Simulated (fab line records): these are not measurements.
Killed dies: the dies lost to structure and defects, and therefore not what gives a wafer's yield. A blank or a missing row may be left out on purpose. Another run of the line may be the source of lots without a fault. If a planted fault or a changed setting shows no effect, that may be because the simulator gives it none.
Chamber matching + flow n5 finfet + N5_BEOL_M3_ALD_84 on ald metal-03: 4 sister chambers
The step deposits TaN, pulse time 2 s, purge time 3 s, co reactant purge time 2 s. 8 wafers are shown with their chamber, then 8 later ones without.

## WAFERS, EACH WITH ITS CHAMBER
| wafer  | chamber | heater power w (W) | precursor vessel temp c (C) |
|--------|---------|--------------------|-----------------------------|
| L079.1 | 3       | 410                | 75.23                       |
| L080.4 | 2       | 441                | 74.86                       |
| L081.4 | 3       | 410                | 75.06                       |
| L081.6 | 0       | 357                | 75.04                       |
| L083.1 | 2       | 461                | 74.95                       |
| L083.2 | 0       | 360                | 74.92                       |
| L083.5 | 1       | 459                | 75.08                       |
| L089.1 | 1       | 452                | 75.10                       |

## WAFERS WITHOUT THEIR CHAMBER
| wafer  | heater power w (W) | precursor vessel temp c (C) |
|--------|--------------------|-----------------------------|
| L089.2 | 415                | 75.11                       |
| L089.4 | 453                | 74.87                       |
| L091.1 | 368                | 75.01                       |
| L091.2 | 466                | 75.11                       |
| L091.4 | 418                | 75.02                       |
| L093.2 | 460                | 75.00                       |
| L093.4 | 364                | 74.92                       |
| L093.6 | 367                | 74.98                       |

## EACH ONE'S CHAMBER
| wafer  | from the rows above     | in truth |
|--------|-------------------------|----------|
| L089.2 | 3                       | 3        |
| L089.4 | 2                       | 2        |
| L091.1 | 0                       | 0        |
| L091.2 | can't be placed: 1 or 2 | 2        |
| L091.4 | 3                       | 3        |
| L093.2 | can't be placed: 1 or 2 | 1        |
| L093.4 | 0                       | 0        |
| L093.6 | 0                       | 0        |
Placed correctly: 6 of 8. Not placeable from these rows: 2 (in 2, the candidates include the true chamber). Wrongly placed: 0.
How it was worked out, from the rows above alone: a wafer's distance from a chamber is the root of the sum, over the readings, of the square of ((its reading less the chamber's mean) divided by the reading's scatter). If the next closest chamber is less than 2 further off than the closest, the wafer can't be placed; otherwise it belongs to the closest. A chamber's mean is the mean of its shown wafers. How the scatter is found: for the shown wafers, subtract from each reading the mean of its chamber, square and add these, divide the total by (wafers less chambers), then take the root.
